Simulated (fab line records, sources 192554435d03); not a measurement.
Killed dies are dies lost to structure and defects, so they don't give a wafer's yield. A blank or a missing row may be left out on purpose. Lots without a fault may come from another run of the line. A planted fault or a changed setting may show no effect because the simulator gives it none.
fab line records | flow n5_finfet
record lots=7 wafers=21
route steps=1938 shown BEOL_M7@1293 BEOL_M8@1359 BEOL_M9@1404
start_h: hours from the record's first day to the start of the lot's first wafer shown | wait_h: hours since the lot's step before | " the same as in the row above | L1.1+2: a row that stands for several wafers | - no value, or no start given | * or withheld: withheld | < > ~ a bound
route shown NAME@n: a module of which the file shows steps, and the number in the route of the first | usual: mean/standard deviation of fault-free wafers | same: alike in all rows | chamber/n: place in a boat | sites: the reading at each site | _std_site: their standard deviation | _edge_site: outer sites' mean less inner sites' | radius_mm: how far each site lies from the wafer's centre | mask NAME#n: copy n | behind: the tool/chamber that last shaped the wafer | hold: why the lot was held/for how many hours/how that ended | device: the transistor (n, p or np) that didn't switch | end of line: the same wafers' tests at the end of the route | a step without rows: its recipe alone | killed: dies lost to structure and defects at the first sort, not the wafer's yield | map: a wafer's dies, x killed, . not, _ none there
set.NAME: the setting as run; set.NAME@STEP: as run at that earlier step | model.NAME: the simulator's own value behind a step, which no gauge read
lots whose settings were changed on purpose; a table a step, a row a wafer
## steps
# step N5_BEOL_M7_EXPOSE_25
# recipe mask_id=V6 na=0.33 source_shape=annular sigma_inner=0.4 sigma_outer=0.8 polarization=unpolarized target_cd_nm=40 dose_mj=42.5
# columns lot.wafer tool chamber start_h wait_h mask set.dose_mj
L074.1+2+5 euv_scanner-01 0 189.61 - V6#0 42.5
L076.1+4 euv_scanner-02 0 200.58 - V6#0 42.5
L076.5 " 0 " " V6#0 40.82
L079.2+3 euv_scanner-01 0 229.23 - V6#0 42.5
L079.5 " 0 " " V6#0 40.74
L086.2+3+5 euv_scanner-02 0 267.83 - V6#0 42.5
L087.1+2 euv_scanner-02 0 267.86 - V6#0 42.5
L087.6 " 0 " " V6#0 43.77
L090.3+5+6 euv_scanner-02 0 296.26 - V6#0 42.5
L094.1+3+6 euv_scanner-01 0 328.45 - V6#0 42.5
# step N5_BEOL_M7_PEB_26
# recipe peb_temp_c=100 peb_time_s=60 resist=CAR-EUV
# step N5_BEOL_M7_DEVELOP_27
# recipe develop_time_s=30 developer=TMAH resist=CAR-EUV rinse_liquid=surfactant_rinse dry=air_spin dev_temp_c=23
# step N5_BEOL_M7_CD_MEAS_28
# recipe target_cd_nm=40 landing_energy_ev=500 detector=se_inlens
# usual cd_nm=40.00/0.22
# columns lot.wafer tool chamber start_h wait_h set.dose_mj@BEOL_M7_EXPOSE_25 cd_nm
L074.1 cd_sem-01 0 189.74 - 42.5 40.03
L074.2 " 0 " " 42.5 39.97
L074.5 " 0 " " 42.5 40.02
L076.1 cd_sem-03 0 200.71 - 42.5 39.74
L076.4 " 0 " " 42.5 40.05
L076.5 " 0 " " 40.82 38.88
L079.2 cd_sem-02 0 229.35 - 42.5 39.81
L079.3 " 0 " " 42.5 39.84
L079.5 " 0 " " 40.74 39.16
L086.2 cd_sem-02 0 267.95 - 42.5 40.25
L086.3 " 0 " " 42.5 39.61
L086.5 " 0 " " 42.5 39.93
L087.1 cd_sem-01 0 268.00 - 42.5 40.02
L087.2 " 0 " " 42.5 40.06
L087.6 " 0 " " 43.77 40.89
L090.3 cd_sem-01 0 296.38 - 42.5 40.19
L090.5 " 0 " " 42.5 40.08
L090.6 " 0 " " 42.5 40.03
L094.1 cd_sem-02 0 328.58 - 42.5 39.87
L094.3 " 0 " " 42.5 40.06
L094.6 " 0 " " 42.5 40.10
# step N5_BEOL_M7_DESCUM_33
# recipe chemistry=O2 time_s=7 source_power_w=50 bias_power_w=20 pressure_mtorr=20 rf_frequency_hz=2.712e+07 temp_c=40 resist=CAR-EUV o2_flow_sccm=225
# columns lot.wafer tool chamber start_h wait_h set.dose_mj@BEOL_M7_EXPOSE_25 model.BEOL_M7.cd_nm
L074.1 rie_diel-05 3 189.86 0.0 42.5 40
L074.2+5 " 0,2 " " 42.5 40.2
L076.1 rie_diel-05 1 200.84 0.0 42.5 40
L076.4 " 0 " " 42.5 39.8
L076.5 " 2 " " 40.82 39
L079.2 rie_diel-05 1 229.48 0.0 42.5 40
L079.3 " 2 " " 42.5 39.8
L079.5 " 0 " " 40.74 39.2
L086.2+3 rie_diel-05 0,3 268.19 0.1 42.5 40
L086.5 " 3 " " 42.5 39.8
L087.1+2 rie_diel-01 0,1 268.42 0.3 42.5 40
L087.6 " 0 " " 43.77 40.8
L090.3+5+6 rie_diel-05 2,0,1 296.59 0.1 42.5 40.2
L094.1 rie_diel-05 2 328.96 0.3 42.5 39.8
L094.3+6 " 1,2 " " 42.5 40
# step N5_BEOL_M7_ETCH_72
# recipe chemistry=N2/H2 target=underlayer target_depth_a=65 mask_material=CAR-EUV time_s=5.2 ion_energy_ev=200 pressure_mtorr=30 source_w=840 bias_w=150 n2_flow_sccm=200 h2_flow_sccm=200 ends=cleared
# columns lot.wafer tool chamber start_h wait_h set.dose_mj@BEOL_M7_EXPOSE_25 model.BEOL_M7.cd_nm
L074.1 rie_diel-05 3 189.90 0.0 42.5 39.8
L074.2+5 " 0,2 " " 42.5 40.2
L076.1+4 rie_diel-05 1,0 200.87 0.0 42.5 40
L076.5 " 2 " " 40.82 39
L079.2+3 rie_diel-05 1,2 229.51 0.0 42.5 40
L079.5 " 0 " " 40.74 39.2
L086.2 rie_diel-05 0 268.23 0.0 42.5 40
L086.3+5 " 3 " " 42.5 39.8
L087.1+2 rie_diel-01 0,1 268.46 0.0 42.5 40
L087.6 " 0 " " 43.77 40.8
L090.3+5+6 rie_diel-05 2,0,1 296.62 0.0 42.5 40.2
L094.1+6 rie_diel-05 2 328.99 0.0 42.5 40
L094.3 " 1 " " 42.5 40.2
# step N5_BEOL_M7_ETCH_65
# recipe chemistry=CF4 target=SiARC target_depth_a=156 mask_material=CAR-EUV time_s=26 ion_energy_ev=80 pressure_mtorr=40 source_w=545 bias_w=36 Ar_flow_sccm=100 cf4_flow_sccm=100 ends=cleared
# columns lot.wafer tool chamber start_h wait_h set.dose_mj@BEOL_M7_EXPOSE_25 model.BEOL_M7.cd_nm
L074.1 rie_diel-05 3 189.92 0.0 42.5 40
L074.2+5 " 0,2 " " 42.5 40.2
L076.1 rie_diel-05 1 200.89 0.0 42.5 39.8
L076.4 " 0 " " 42.5 40
L076.5 " 2 " " 40.82 39.2
L079.2 rie_diel-05 1 229.53 0.0 42.5 39.8
L079.3 " 2 " " 42.5 40
L079.5 " 0 " " 40.74 39.4
L086.2+3 rie_diel-05 0,3 268.24 0.0 42.5 40
L086.5 " 3 " " 42.5 39.8
L087.1 rie_diel-01 0 268.47 0.0 42.5 40.2
L087.2 " 1 " " 42.5 40
L087.6 " 0 " " 43.77 40.8
L090.3+5+6 rie_diel-05 2,0,1 296.64 0.0 42.5 40.2
L094.1 rie_diel-05 2 329.01 0.0 42.5 40
L094.3+6 " 1,2 " " 42.5 40.2
# step N5_BEOL_M7_ETCH_66
# recipe chemistry=N2/H2 target=SOC target_depth_a=800 overetch_a=160 mask_material=SiARC temp_c=40 time_s=120 ion_energy_ev=200 pressure_mtorr=30 source_w=840 bias_w=150 n2_flow_sccm=200 h2_flow_sccm=200
# columns lot.wafer tool chamber start_h wait_h set.spin_rpm@BEOL_M7_COAT_63 set.dose_mj@BEOL_M7_EXPOSE_25 model.etch.depth_nm model.BEOL_M7.cd_nm
L074.1 rie_diel-05 3 189.94 0.0 1500 42.5 59.75 40
L074.2 " 0 " " 1550 42.5 58.76 40.2
L074.5 " 2 " " 1550 42.5 58.92 40.4
L076.1 rie_diel-05 1 200.92 0.0 1623 42.5 57.51 40
L076.4 " 0 " " 1500 42.5 59.71 39.8
L076.5 " 2 " " 1500 40.82 59.77 39
L079.2 rie_diel-05 1 229.56 0.0 1500 42.5 59.82 39.8
L079.3 " 2 " " 1500 42.5 59.84 39.6
L079.5 " 0 " " 1500 40.74 60 39.2
L086.2 rie_diel-05 0 268.27 0.0 1375 42.5 62.65 40
L086.3 " 3 " " 1375 42.5 62.55 39.8
L086.5 " 3 " " 1375 42.5 62.59 39.8
L087.1 rie_diel-01 0 268.50 0.0 1500 42.5 59.76 40
L087.2 " 1 " " 1619 42.5 57.7 39.8
L087.6 " 0 " " 1619 43.77 57.52 40.8
L090.3 rie_diel-05 2 296.67 0.0 1500 42.5 60.1 40.2
L090.5 " 0 " " 1500 42.5 60.03 40.2
L090.6 " 1 " " 1500 42.5 60 40.2
L094.1 rie_diel-05 2 329.04 0.0 1438 42.5 61.12 40
L094.3 " 1 " " 1500 42.5 59.87 40.4
L094.6 " 2 " " 1438 42.5 61.06 40.2
# step N5_BEOL_M7_STRIP_69
# recipe chemistry=N2/H2 temp_c=40 n2_flow_sccm=200 h2_flow_sccm=200 rf_frequency_hz=6e+07
# step N5_BEOL_M7_STRIP_73
# recipe chemistry=N2/H2 temp_c=40 n2_flow_sccm=200 h2_flow_sccm=200 rf_frequency_hz=6e+07
# step N5_BEOL_M7_PRECLEAN_42
# recipe chemistry=residue_remover time_s=60 temp_c=40
# step N5_BEOL_M7_SRD_43
# recipe time_s=30 temp_c=23 rinse_liquid=diw dry=ipa_marangoni
# step N5_BEOL_M7_CD_MEAS_35
# recipe target_cd_nm=40 polarity=opening
# usual cd_nm=40.1/0.67
# columns lot.wafer tool chamber start_h wait_h set.dose_mj@BEOL_M7_EXPOSE_08 cd_nm
L074.1 cd_sem-02 - 190.45 0.0 68.25 41.3
L074.2 " - " " 68.25 40.6
L074.5 " - " " 68.25 41.1
L076.1 cd_sem-03 - 201.44 0.0 68.25 38.6
L076.4 " - " " 68.25 38.7
L076.5 " - " " 68.25 39.3
L079.2 cd_sem-01 - 230.06 0.0 72.83 43.3
L079.3 " - " " 68.25 40.5
L079.5 " - " " 72.83 44.0
L086.2 cd_sem-03 - 268.78 0.0 68.25 41.2
L086.3 " - " " 68.25 39.6
L086.5 " - " " 63.97 37.2
L087.1 cd_sem-03 - 269.01 0.0 66.34 38.0
L087.2 " - " " 66.34 38.8
L087.6 " - " " 66.34 38.8
L090.3 cd_sem-03 - 297.17 0.0 68.25 41.1
L090.5 " - " " 68.25 40.9
L090.6 " - " " 68.25 39.7
L094.1 cd_sem-01 - 329.54 0.0 69.96 41.2
L094.3 " - " " 68.25 40.0
L094.6 " - " " 68.25 40.3
# step N5_BEOL_M8_COAT_22
# recipe resist=CAR-EUV spin_rpm=1500 resist_thk_nm=30
# columns lot.wafer tool chamber start_h wait_h set.spin_rpm model.CAR-EUV_of_BEOL_M8_COAT_22.thk_nm
L074.1 litho_track-01 0 - - 1500 30.2
L074.2 " 0 " " 1449 30.6
L074.5 " 0 " " 1500 30
L076.1 litho_track-03 0 - - 1571 29.4
L076.4+5 " 0 " " 1500 30
L079.2+3+5 litho_track-01 0 - - 1500 30
L086.2+3+5 litho_track-03 0 - - 1500 30
L087.1 litho_track-03 0 - - 1500 30
L087.2+6 " 0 " " 1559 29.4
L090.3+5+6 litho_track-01 0 - - 1500 30
L094.1+3 litho_track-04 0 - - 1500 30
L094.6 " 0 " " 1500 30.2
# step N5_BEOL_M8_EBR_24
# recipe solvent=PGMEA ebr_width_mm=1.5
# step N5_BEOL_M8_SOFTBAKE_23
# recipe temp_c=110 time_s=60 resist=CAR-EUV
# step N5_BEOL_M8_EXPOSE_25
# recipe mask_id=V7 na=0.33 source_shape=annular sigma_inner=0.4 sigma_outer=0.8 polarization=unpolarized target_cd_nm=40 dose_mj=42.5
# step N5_BEOL_M8_PEB_26
# recipe peb_temp_c=100 peb_time_s=60 resist=CAR-EUV
# step N5_BEOL_M8_DEVELOP_27
# recipe develop_time_s=30 developer=TMAH resist=CAR-EUV rinse_liquid=surfactant_rinse dry=air_spin dev_temp_c=23
# columns lot.wafer tool chamber start_h wait_h set.spin_rpm@BEOL_M8_COAT_22 model.CAR-EUV_of_BEOL_M8_COAT_22.thk_nm
L074.1+5 litho_track-04 0 - - 1500 29.6
L074.2 " 0 " " 1449 30.2
L076.1 litho_track-04 0 - - 1571 28.8
L076.4 " 0 " " 1500 29.4
L076.5 " 0 " " 1500 29.6
L079.2+3 litho_track-03 0 - - 1500 29.6
L079.5 " 0 " " 1500 29.4
L086.2+5 litho_track-01 0 - - 1500 29.4
L086.3 " 0 " " 1500 29.6
L087.1 litho_track-04 0 - - 1500 29.6
L087.2+6 " 0 " " 1559 29
L090.3+5+6 litho_track-01 0 - - 1500 29.6
L094.1+3+6 litho_track-03 0 - - 1500 29.6
# step N5_BEOL_M8_DESCUM_33
# recipe chemistry=O2 time_s=7 source_power_w=50 bias_power_w=20 pressure_mtorr=20 rf_frequency_hz=2.712e+07 temp_c=40 resist=CAR-EUV o2_flow_sccm=225
# columns lot.wafer tool chamber start_h wait_h set.spin_rpm@BEOL_M8_COAT_22 model.CAR-EUV_of_BEOL_M8_COAT_22.thk_nm
L074.1 rie_diel-03 3 198.25 0.0 1500 26.2
L074.2 " 0 " " 1449 26.6
L074.5 " 0 " " 1500 26
L076.1 rie_diel-03 1 208.57 0.0 1571 25.4
L076.4+5 " 0,3 " " 1500 26
L079.2+5 rie_diel-06 3 237.39 0.0 1500 26
L079.3 " 1 " " 1500 26.2
L086.2+3+5 rie_diel-06 1,3,1 275.02 0.0 1500 26
L087.1 rie_diel-03 3 277.00 0.1 1500 26
L087.2 " 0 " " 1559 25.4
L087.6 " 3 " " 1559 25.6
L090.3+5 rie_diel-03 1 302.49 0.1 1500 26.2
L090.6 " 2 " " 1500 26
L094.1+3+6 rie_diel-03 2,0,1 334.98 0.0 1500 26.2
# step N5_BEOL_M8_ETCH_72
# recipe chemistry=N2/H2 target=underlayer target_depth_a=65 mask_material=CAR-EUV time_s=5.2 ion_energy_ev=200 pressure_mtorr=30 source_w=840 bias_w=150 n2_flow_sccm=200 h2_flow_sccm=200 ends=cleared
# columns lot.wafer tool chamber start_h wait_h set.h2_flow_sccm set.spin_rpm@BEOL_M8_COAT_22 model.CAR-EUV_of_BEOL_M8_COAT_22.thk_nm
L074.1 rie_diel-03 3 198.29 0.0 192.3 1500 20.4
L074.2 " 0 " " 200 1449 20.8
L074.5 " 0 " " 200 1500 20.4
L076.1 rie_diel-03 1 208.61 0.0 209.3 1571 19.8
L076.4+5 " 0,3 " " 209.3 1500 20.4
L079.2+3 rie_diel-06 3,1 237.43 0.0 200 1500 20.4
L079.5 " 3 " " 200 1500 20.2
L086.2+5 rie_diel-06 1 275.06 0.0 192.3 1500 20.2
L086.3 " 3 " " 200 1500 20.4
L087.1 rie_diel-03 3 277.03 0.0 200 1500 20.4
L087.2 " 0 " " 212.4 1559 19.8
L087.6 " 3 " " 212.4 1559 20
L090.3+5+6 rie_diel-03 1,1,2 302.53 0.0 200 1500 20.4
L094.1 rie_diel-03 2 335.01 0.0 200 1500 20.4
L094.3+6 " 0,1 " " 210.5 1500 20.6
# step N5_BEOL_M9_PECVD_70
# recipe material=SiO2 target_thk_a=200 temp_c=400 precursor=TEOS/O2 pressure_torr=5.5 rf_w=450 teos_flow_sccm=53.8 gas=O2 flow_sccm=3000 time_s=22.7
# columns lot.wafer tool chamber start_h wait_h set.temp_c model.SiO2_of_BEOL_M9_PECVD_70.thk_nm
L074.1+2 pecvd-01 0,2 202.37 0.0 400 20.2
L074.5 " 0 " " 400 20.4
L076.1 pecvd-02 2 212.66 0.0 400 19.8
L076.4 " 1 " " 387.5 22
L076.5 " 0 " " 400 20.6
L079.2 pecvd-02 1 241.05 0.0 390.4 21.2
L079.3 " 0 " " 400 20
L079.5 " 1 " " 400 20.2
L086.2 pecvd-02 1 278.85 0.0 400 19.8
L086.3 " 2 " " 400 19.6
L086.5 " 1 " " 400 20
L087.1 pecvd-01 1 284.19 0.0 407.3 19.2
L087.2 " 0 " " 400 20.2
L087.6 " 0 " " 407.3 19.6
L090.3 pecvd-01 2 306.11 0.0 400 20.2
L090.5+6 " 2,0 " " 400 20.6
L094.1 pecvd-01 0 338.56 0.0 400 20
L094.3 " 1 " " 417.2 18.4
L094.6 " 0 " " 417.2 18
# step N5_BEOL_M9_HM_DEP_02
# recipe material=TiN target_thk_a=200 temp_c=25 chamber_pressure_pa=0.49996
# columns lot.wafer tool chamber start_h wait_h set.target_thk_a model.TiN_of_BEOL_M9_HM_DEP_02.thk_nm
L074.1+5 pvd_sputter-01 - 203.51 1.1 200 19.8
L074.2 " - " " 200 20
L076.1 pvd_sputter-03 - 215.62 2.9 200 20
L076.4 " - " " 211.5 21.2
L076.5 " - " " 211.5 21.4
L079.2 pvd_sputter-01 - 245.21 4.1 177.6 17.6
L079.3+5 " - " " 200 19.8
L086.2+5 pvd_sputter-01 - 281.07 2.2 200 20
L086.3 " - " " 200 20.2
L087.1 pvd_sputter-03 - 285.54 1.3 200 19.8
L087.2 " - " " 200 20
L087.6 " - " " 200 20.2
L090.3 pvd_sputter-03 - 307.80 1.7 200 19.8
L090.5 " - " " 200 20
L090.6 " - " " 200 20.4
L094.1 pvd_sputter-02 - 340.01 1.4 180.5 18
L094.3 " - " " 180.5 17.8
L094.6 " - " " 200 19.8
# step N5_BEOL_M9_COAT_59
# recipe resist=SOC temp_c=250 time_s=60 spin_rpm=1500 resist_thk_nm=100
# step N5_BEOL_M9_COAT_60
# recipe resist=SiARC temp_c=220 time_s=60 spin_rpm=1500 resist_thk_nm=30
# step N5_BEOL_M9_STRIP_68
# recipe chemistry=N2/H2 temp_c=40 n2_flow_sccm=200 h2_flow_sccm=200 rf_frequency_hz=6e+07
# step N5_BEOL_M9_STRIP_67
# recipe chemistry=CF4 resist=SiARC power_w=300 bias_power_w=75 pressure_mtorr=50 cf4_flow_sccm=150 rf_frequency_hz=6e+07
# step N5_BEOL_M9_HM_OPEN_17
# recipe chemistry=Cl2/BCl3 target_depth_a=200 overetch_a=60 target=TiN mask_material=SOC ion_energy_ev=150 pressure_mtorr=10 icp_w=1000 bias_w=126 Cl2_flow_sccm=53.25 bcl3_flow_sccm=21.75 Ar_flow_sccm=25
# columns lot.wafer tool chamber start_h wait_h set.target_thk_a@BEOL_M9_HM_DEP_02 model.etch.depth_nm
L074.1 rie_metal-03 0 204.24 0.0 200 19.83
L074.2 " 1 " " 200 19.97
L074.5 " 0 " " 200 19.85
L076.1 rie_metal-02 0 216.48 0.0 200 20.06
L076.4 " 1 " " 211.5 21.12
L076.5 " 0 " " 211.5 21.5
L079.2 rie_metal-02 1 245.94 0.0 177.6 17.52
L079.3 " 0 " " 200 19.78
L079.5 " 1 " " 200 19.77
L086.2 rie_metal-01 0 281.81 0.0 200 19.93
L086.3 " 0 " " 200 20.21
L086.5 " 0 " " 200 19.95
L087.1 rie_metal-02 0 286.49 0.0 200 19.84
L087.2 " 1 " " 200 19.93
L087.6 " 1 " " 200 20.11
L090.3 rie_metal-03 1 308.94 0.1 200 19.81
L090.5 " 1 " " 200 20.04
L090.6 " 0 " " 200 20.4
L094.1 rie_metal-01 0 341.21 0.0 180.5 18.05
L094.3 " 0 " " 180.5 17.84
L094.6 " 1 " " 200 19.87
## key
split step=N5_BEOL_M7_EXPOSE_25 setting=dose_mj stated=42.5 by=wafer
response step=N5_BEOL_M7_CD_MEAS_28 reading=cd_nm change=+0.222 per=1% r=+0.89
response step=N5_BEOL_M7_DESCUM_33 reading=model.BEOL_M7.cd_nm change=+0.212 per=1% r=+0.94
response step=N5_BEOL_M7_ETCH_72 reading=model.BEOL_M7.cd_nm change=+0.232 per=1% r=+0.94
response step=N5_BEOL_M7_ETCH_65 reading=model.BEOL_M7.cd_nm change=+0.166 per=1% r=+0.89
response step=N5_BEOL_M7_ETCH_66 reading=model.BEOL_M7.cd_nm change=+0.199 per=1% r=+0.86
split step=N5_BEOL_M8_COAT_22 setting=spin_rpm stated=1500 by=wafer
response step=N5_BEOL_M8_COAT_22 reading=model.CAR-EUV_of_BEOL_M8_COAT_22.thk_nm change=-0.14 per=1% r=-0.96
response step=N5_BEOL_M8_DEVELOP_27 reading=model.CAR-EUV_of_BEOL_M8_COAT_22.thk_nm change=-0.156 per=1% r=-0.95
response step=N5_BEOL_M8_DESCUM_33 reading=model.CAR-EUV_of_BEOL_M8_COAT_22.thk_nm change=-0.132 per=1% r=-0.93
response step=N5_BEOL_M8_ETCH_72 reading=model.CAR-EUV_of_BEOL_M8_COAT_22.thk_nm change=-0.125 per=1% r=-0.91
split step=N5_BEOL_M8_ETCH_72 setting=h2_flow_sccm stated=200 by=wafer
response none clear
split step=N5_BEOL_M9_PECVD_70 setting=temp_c stated=400 by=wafer
response step=N5_BEOL_M9_PECVD_70 reading=model.SiO2_of_BEOL_M9_PECVD_70.thk_nm change=-0.468 per=1% r=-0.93
split step=N5_BEOL_M9_HM_DEP_02 setting=target_thk_a stated=200 by=wafer
response step=N5_BEOL_M9_HM_DEP_02 reading=model.TiN_of_BEOL_M9_HM_DEP_02.thk_nm change=+0.2 per=1% r=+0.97
response step=N5_BEOL_M9_HM_OPEN_17 reading=model.etch.depth_nm change=+0.202 per=1% r=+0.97
split outside_this_file step=N5_BEOL_M7_EXPOSE_08 setting=dose_mj
split outside_this_file step=N5_BEOL_M7_COAT_63 setting=spin_rpm
# split outside_this_file: this setting was split too, and the file shows its column; the key of that split is in another file
